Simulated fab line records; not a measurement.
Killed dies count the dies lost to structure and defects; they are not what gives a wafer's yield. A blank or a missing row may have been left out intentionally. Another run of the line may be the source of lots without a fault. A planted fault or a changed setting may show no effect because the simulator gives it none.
Which tool is to blame?    flow n5 finfet    Sampling: 24 lots, 72 wafers, 5 of 1938 route steps

## WHAT THE GAUGES SHOWED, per wafer
N5_SD_EPI_P_CD_MEAS_09: the cd target is 240 nm. Usual: cd nm 240.7 nm, standard deviation 1.
lot   measured     on         cd nm (nm)         flag
L074  day 3 06:39  cd sem-02  241.4 241.9 241.1  
L076  day 3 16:37  cd sem-01  239.3 239.7 240.1  
L075  day 3 17:02  cd sem-02  238.8 240.1 242.0  
L077  day 4 00:29  cd sem-02  241.1 240.4 240.8  
L078  day 4 04:44  cd sem-01  240.7 239.1 239.5  
L079  day 4 12:47  cd sem-01  239.7 240.5 240.8  
L081  day 5 03:46  cd sem-02  241.5 242.2 240.5  
L080  day 5 04:26  cd sem-03  241.0 239.9 239.7  
L082  day 5 09:48  cd sem-01  241.2 241.0 239.8  
L083  day 5 14:13  cd sem-03  241.9 242.2 240.5  
L084  day 5 21:47  cd sem-02  241.1 241.2 242.2  
L085  day 6 04:32  cd sem-03  240.7 240.8 241.6  
L086  day 6 08:16  cd sem-02  241.6 240.6 241.0  
L088  day 6 16:25  cd sem-02  241.2 241.4 240.6  
L087  day 6 18:59  cd sem-02  241.1 240.5 241.5  
L089  day 7 01:12  cd sem-03  241.3 242.0 241.6  
L090  day 7 04:10  cd sem-01  240.8 240.4 239.7  
L091  day 7 11:49  cd sem-03  238.7 239.4 240.6  
L092  day 7 15:57  cd sem-01  239.2 238.9 238.6  
L093  day 7 23:25  cd sem-02  242.3 242.1 241.4  
L094  day 8 05:31  cd sem-02  240.2 241.3 240.5  
L095  day 8 10:44  cd sem-01  240.6 240.1 240.8  
L096  day 8 19:29  cd sem-02  241.9 241.4 242.0  
L097  day 9 00:57  cd sem-02  241.4 241.8 242.3  

N5_SD_EPI_P_EPI_MEAS_23. Usual: thk nm 60.9 nm, standard deviation 1.2.
lot   measured     on             thk nm (nm)     flag
L074  day 3 10:17  film metro-02  61.3 61.1 62.3  
L076  day 3 20:15  film metro-02  59.0 61.7 62.2  
L075  day 3 20:40  film metro-02  60.0 62.2 62.9  
L077  day 4 04:58  film metro-01  61.9 59.5 62.8  
L078  day 4 09:20  film metro-02  61.0 61.1 60.6  
L079  day 4 17:43  film metro-02  61.2 59.8 60.4  
L081  day 5 07:26  film metro-01  59.5 60.6 59.7  
L080  day 5 08:25  film metro-01  60.8 60.3 60.3  
L082  day 5 14:19  film metro-01  60.1 60.5 58.3  
L083  day 5 17:51  film metro-02  62.1 61.4 61.2  
L084  day 6 01:26  film metro-01  59.0 59.8 59.9  
L085  day 6 08:10  film metro-01  61.6 61.5 60.8  
L086  day 6 11:55  film metro-01  60.9 63.7 59.4  
L088  day 6 20:17  film metro-02  60.4 60.2 60.7  
L087  day 6 22:37  film metro-02  59.6 59.4 60.7  
L089  day 7 04:50  film metro-02  62.7 59.0 58.9  
L090  day 7 08:58  film metro-02  62.9 59.7 60.4  
L091  day 7 16:27  film metro-01  59.9 60.3 59.6  
L092  day 7 19:38  film metro-02  60.1 64.4 62.2  
L093  day 8 03:17  film metro-01  61.5 60.3 60.1  
L094  day 8 09:11  film metro-01  61.8 61.1 58.2  
L095  day 8 14:47  film metro-01  61.2 62.4 60.6  
L096  day 8 23:58  film metro-02  61.4 60.3 61.0  
L097  day 9 05:19  film metro-02  62.0 59.9 60.5  

N5_ILD0_THK_MEAS_13. Usual: thk nm 16.9 nm, standard deviation 1.2.
lot   measured     on             thk nm (nm)     flag
L074  day 3 17:56  film metro-01  16.0 18.5 15.5  
L076  day 4 03:47  film metro-02  16.8 16.1 16.2  
L075  day 4 03:55  film metro-02  18.3 17.9 18.7  
L077  day 4 12:10  film metro-02  15.7 16.7 15.5  
L078  day 4 16:30  film metro-02  18.2 17.5 16.7  
L079  day 5 02:13  film metro-01  16.9 17.4 17.1  
L081  day 5 14:35  film metro-01  16.0 13.8 15.3  
L080  day 5 16:09  film metro-02  16.5 15.8 16.0  
L082  day 5 21:43  film metro-02  17.9 17.1 17.3  
L083  day 6 01:10  film metro-02  17.3 15.9 16.1  
L084  day 6 08:44  film metro-01  16.5 16.6 16.2  
L085  day 6 16:29  film metro-01  17.1 15.8 17.2  
L086  day 6 19:21  film metro-01  16.5 16.2 17.4  
L088  day 7 03:38  film metro-02  15.7 15.9 15.9  
L087  day 7 05:52  film metro-01  15.8 15.6 15.9  
L089  day 7 12:05  film metro-02  16.5 18.9 17.1  
L090  day 7 16:19  film metro-02  17.0 18.8 17.9  
L091  day 7 23:50  film metro-02  19.2 16.8 18.5  
L092  day 8 02:49  film metro-01  15.6 16.3 15.9  
L093  day 8 11:37  film metro-01  18.8 18.8 18.3  
L094  day 8 18:46  film metro-01  18.1 16.8 15.6  
L095  day 9 00:49  film metro-02  15.1 15.6 17.9  
L096  day 9 07:19  film metro-01  15.0 17.6 16.3  
L097  day 9 12:50  film metro-02  19.1 18.2 19.1  

## EACH LOT AND THE TOOL THAT RAN IT (in order: tool; ch and the chambers of the sampled wafers; start)
lot   N5_SD_EPI_P_ETCH_36                N5_ILD0_LINER_00
L074  rie diel-01 ch 0,1,3, day 3 06:46  ald sin-01 ch 0,2,3, day 3 11:31
L076  rie diel-06 ch 0,1,3, day 3 16:45  ald sin-01 ch 1,2,3, day 3 21:35
L075  rie diel-03 ch 0,1,2, day 3 17:10  ald sin-04 ch 1,2, day 3 21:43
L077  rie diel-01 ch 0,3, day 4 00:37    ald sin-01 ch 0,1,3, day 4 05:58
L078  rie diel-03 ch 0,2,3, day 4 04:59  ald sin-01 ch 2,3, day 4 10:18
L079  rie diel-06 ch 0,3, day 4 13:22    ald sin-01 ch 0,1,2, day 4 20:01
L081  rie diel-01 ch 0,1,3, day 5 03:55  ald sin-01 ch 0,2,3, day 5 08:24
L080  rie diel-06 ch 1,2,3, day 5 04:33  ald sin-01 ch 0,1,2, day 5 09:31
L082  rie diel-06 ch 0,1,3, day 5 09:58  ald sin-02 ch 1,2,3, day 5 15:17
L083  rie diel-06 ch 1,2,3, day 5 14:20  ald sin-02 ch 0,2,3, day 5 18:49
L084  rie diel-03 ch 1,2, day 5 21:54    ald sin-02 ch 0,2,3, day 6 02:32
L085  rie diel-01 ch 1,2,3, day 6 04:40  ald sin-02 ch 0,1,3, day 6 09:19
L086  rie diel-03 ch 1,2,3, day 6 08:23  ald sin-02 ch 0,1,2, day 6 12:53
L088  rie diel-01 ch 1,2,3, day 6 16:46  ald sin-01 ch 1,2,3, day 6 21:16
L087  rie diel-01 ch 1,2,3, day 6 19:06  ald sin-04 ch 0,1,2, day 6 23:35
L089  rie diel-06 ch 1,2, day 7 01:19    ald sin-02 ch 0,1,2, day 7 05:51
L090  rie diel-03 ch 1,2,3, day 7 04:17  ald sin-01 ch 2,3, day 7 10:07
L091  rie diel-03 ch 0,1, day 7 12:04    ald sin-02 ch 0,1,2, day 7 17:26
L092  rie diel-06 ch 0,1,2, day 7 16:08  ald sin-01 ch 0,1,3, day 7 20:37
L093  rie diel-03 ch 1,2, day 7 23:46    ald sin-04 ch 1,2,3, day 8 05:15
L094  rie diel-01 ch 0,1,2, day 8 05:38  ald sin-01 ch 1,2,3, day 8 10:34
L095  rie diel-01 ch 1,2,3, day 8 11:07  ald sin-04 ch 2,3, day 8 18:26
L096  rie diel-03 ch 0,1, day 8 19:37    ald sin-01 ch 1,2,3, day 9 01:07
L097  rie diel-03 ch 1,3, day 9 01:49    ald sin-04 ch 1,2,3, day 9 06:31
- N5_SD_EPI_P_ETCH_36: etches SiARC in CF4, target depth 45.5 nm, time 75.8 s.
- N5_ILD0_LINER_00: material SiNx, target thk 4 nm, pulse time 1 s, purge time 2 s.

## WHAT THE TOOLS THEMSELVES READ (means of the sampled wafers that have a number; where no wafer has one, the mark that the record gives instead)
N5_SD_EPI_P_ETCH_36. Usual: drypump motor current A 5.8 A, standard deviation 0.47; etch rf on time s 75.4 s, standard deviation 1.7; oes product au 0.67 a.u., standard deviation 0.08; rf vpp V 183.6 V, standard deviation 1; showerhead plenum p Torr 2.11 Torr, standard deviation 0.035; throttle valve pct 15.69 %, standard deviation 0.29.
lot   tool         drypump motor current A (A)  etch rf on time s (s)  oes product au (a.u.)  rf vpp V (V)  showerhead plenum p Torr (Torr)  throttle valve pct (%)  flag
L074  rie diel-01  6.2                          72.9                   0.70                   184.1         2.12                             15.56                   
L076  rie diel-06  5.5                          77.7                   0.69                   182.9         2.08                             15.47                   
L075  rie diel-03  5.8                          77.8                   0.61                   185.5         2.15                             15.98                   
L077  rie diel-01  6.3                          75.1                   0.62                   184.9         2.12                             15.78                   
L078  rie diel-03  5.5                          78.2                   0.61                   183.8         2.12                             15.89                   
L079  rie diel-06  5.4                          75.9                   0.70                   183.2         2.07                             15.53                   
L081  rie diel-01  6.2                          74.4                   0.68                   183.6         2.11                             15.58                   
L080  rie diel-06  5.4                          75.5                   0.65                   183.6         2.09                             15.69                   
L082  rie diel-06  5.5                          75.6                   0.69                   183.4         2.08                             15.51                   
L083  rie diel-06  5.4                          74.9                   0.64                   183.1         2.09                             15.69                   
L084  rie diel-03  5.7                          75.9                   0.61                   183.7         2.12                             16.08                   
L085  rie diel-01  6.2                          74.8                   0.67                   183.7         2.11                             15.59                   
L086  rie diel-03  5.4                          75.8                   0.62                   183.5         2.10                             15.97                   
L088  rie diel-01  6.2                          73.8                   0.67                   183.6         2.11                             15.60                   
L087  rie diel-01  6.2                          74.3                   0.66                   183.6         2.11                             15.60                   
L089  rie diel-06  5.6                          74.1                   0.63                   182.4         2.11                             15.78                   
L090  rie diel-03  5.4                          75.4                   0.62                   183.8         2.10                             15.99                   
L091  rie diel-03  5.8                          76.3                   0.66                   184.8         2.13                             15.90                   
L092  rie diel-06  5.8                          75.5                   0.67                   184.3         2.10                             15.59                   
L093  rie diel-03  5.6                          76.3                   0.61                   184.0         2.13                             16.09                   
L094  rie diel-01  6.0                          73.8                   0.79                   183.5         2.09                             15.42                   
L095  rie diel-01  6.2                          73.0                   0.74                   183.6         2.10                             15.45                   
L096  rie diel-03  5.9                          76.0                   0.70                   184.1         2.14                             15.68                   
L097  rie diel-03  5.4                          76.0                   0.59                   182.9         2.08                             16.04                   

N5_ILD0_LINER_00. Usual: heater power w 828 W, standard deviation 100; precursor pulse height rel 1.001, standard deviation 0.021.
lot   tool        heater power w (W)  precursor pulse height rel  flag
L074  ald sin-01  777                 1.004                       
L076  ald sin-01  785                 1.014                       
L075  ald sin-04  888                 0.994                       
L077  ald sin-01  747                 1.004                       
L078  ald sin-01  795                 0.998                       
L079  ald sin-01  772                 1.017                       
L081  ald sin-01  767                 1.006                       
L080  ald sin-01  765                 0.988                       
L082  ald sin-02  884                 0.984                       
L083  ald sin-02  894                 1.022                       
L084  ald sin-02  900                 0.994                       
L085  ald sin-02  977                 0.992                       
L086  ald sin-02  938                 0.972                       
L088  ald sin-01  794                 1.019                       
L087  ald sin-04  870                 0.984                       
L089  ald sin-02  933                 1.013                       
L090  ald sin-01  816                 1.002                       
L091  ald sin-02  932                 1.006                       
L092  ald sin-01  756                 1.000                       
L093  ald sin-04  803                 1.002                       
L094  ald sin-01  806                 1.005                       
L095  ald sin-04  771                 1.004                       
L096  ald sin-01  794                 0.988                       
L097  ald sin-04  815                 0.998                       

## THE ANSWER, worked out from the rows above alone
Rule: take the mean of a lot's wafers that have a number; if it is more than 3 standard deviations from the usual mean, the lot is off. Also off: a lot with no number at a reading for which 4 or more lots have one. All remaining lots with rows at the step are treated as sound. Order of review: gauges by route order, followed by the tools' own readings, for which a lot's mean as printed above is used. At the first step where some lot is off, the reading lying furthest off is the one used; lots without a number count as furthest.
No lot is off on any of the readings shown, so nothing can be concluded from this.

## WHAT WAS PUT IN BY THE SIMULATOR
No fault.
